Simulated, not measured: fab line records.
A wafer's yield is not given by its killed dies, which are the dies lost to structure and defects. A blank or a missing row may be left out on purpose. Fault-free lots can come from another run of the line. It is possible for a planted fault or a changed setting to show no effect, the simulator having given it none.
Code-filled problem report in 8D (eight disciplines) form ; flow n5_finfet ; the parts of the form that need people (team, actions taken, sign-off) are left out

1. PROBLEM STATEMENT
spin_speed_rpm at N5_HKMG_FIN_COAT_29 reads a mean of 1596.4 rpm on 6 wafers of 2 lots; wafers without a fault read 1500.4 rpm with a standard deviation of 1.1. Relative to the usual mean, that is a shift of +87 standard deviations.
The step: time 60 s, resist thk 300 nm.
First seen on wafer L125.1, day 6 11:05, on litho_track-04. The record holds 18 wafers of 6 lots with a number at this step. By rule, "out" or "out of limits" means more than 4 standard deviations away from the usual mean. The other wafers with a number count as sound.

2. WHAT THIS IS AND IS NOT
question;is;is not
which readings at this step;spin_speed_rpm;-
which lots;L125, L129;L123, L132, L134, L139
which wafers of those lots;all that have a number;-
read on which tools;litho_track-04;litho_track-01, litho_track-02
when;from day 6 11:05;"up to then (3 sound wafers); but 9 sound wafers of L132, L134, L139 came after"

3. THE SUSPECTS, EACH WITH WHAT RULES IT OUT
Counting: any tool at a process step up to the reading is kept as a suspect provided that every lot that is out went through it and no sound lot did after the first of them.
- thermal_cvd_si-01 at N5_HKMG_FIN_CVD_62 (deposits a-Si from Si2H6, target thk 3 nm, time 20.8 s): ruled out as a lasting fault. Following L125 (day 6 09:46), the first lot on it that is out, the sound lots L139 were run on it.
- litho_track-04 at N5_HKMG_FIN_COAT_29 (time 60 s, resist thk 300 nm): kept. Every lot that is out went through it, starting with L125 (day 6 11:05), and after that it ran no sound lot; the last sound lot it ran before then is L123 (day 5 23:47). On those wafers its own readings are out: spin_speed_rpm.
The count leaves litho_track-04 at N5_HKMG_FIN_COAT_29.

4. THE CAUSE (what the simulator had put in)
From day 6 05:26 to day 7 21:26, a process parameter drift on litho_track-04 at N5_HKMG_FIN_COAT_29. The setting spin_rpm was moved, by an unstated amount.
Only this tool survived the counting.

5. SEQUENCE OF EFFECTS, ordered by route
Each row: a reading where the mean over the struck wafers with a number is more than 3 standard deviations away from the usual. Only readings whose record carries a usual standard deviation are examined. hours: median over the lots of the time between each lot's start at the first step of this table that gives one and its start at this step. sigmas: the change, counted in usual standard deviations.
hours;step;reading;usual;on struck wafers;change;sigmas
0;N5_HKMG_FIN_COAT_29;spin_speed_rpm;1500.4 rpm;1596.4;+96.0;+87
Its process steps:
- N5_HKMG_FIN_COAT_29: time 60 s, resist thk 300 nm.
Later steps that measure or inspect, where all struck wafers having a row at the step show a number for every such reading and not one has moved that far: N5_HKMG_FIN_CD_MEAS_12, N5_HKMG_FIN_OVL_MEAS_13, N5_HKMG_FIN_INSPECT_14.

6. WHAT WOULD HAVE CAUGHT IT SOONER
The fault began at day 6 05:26; the first out-of-limits reading in this record came at day 6 11:05, 6 hours later.
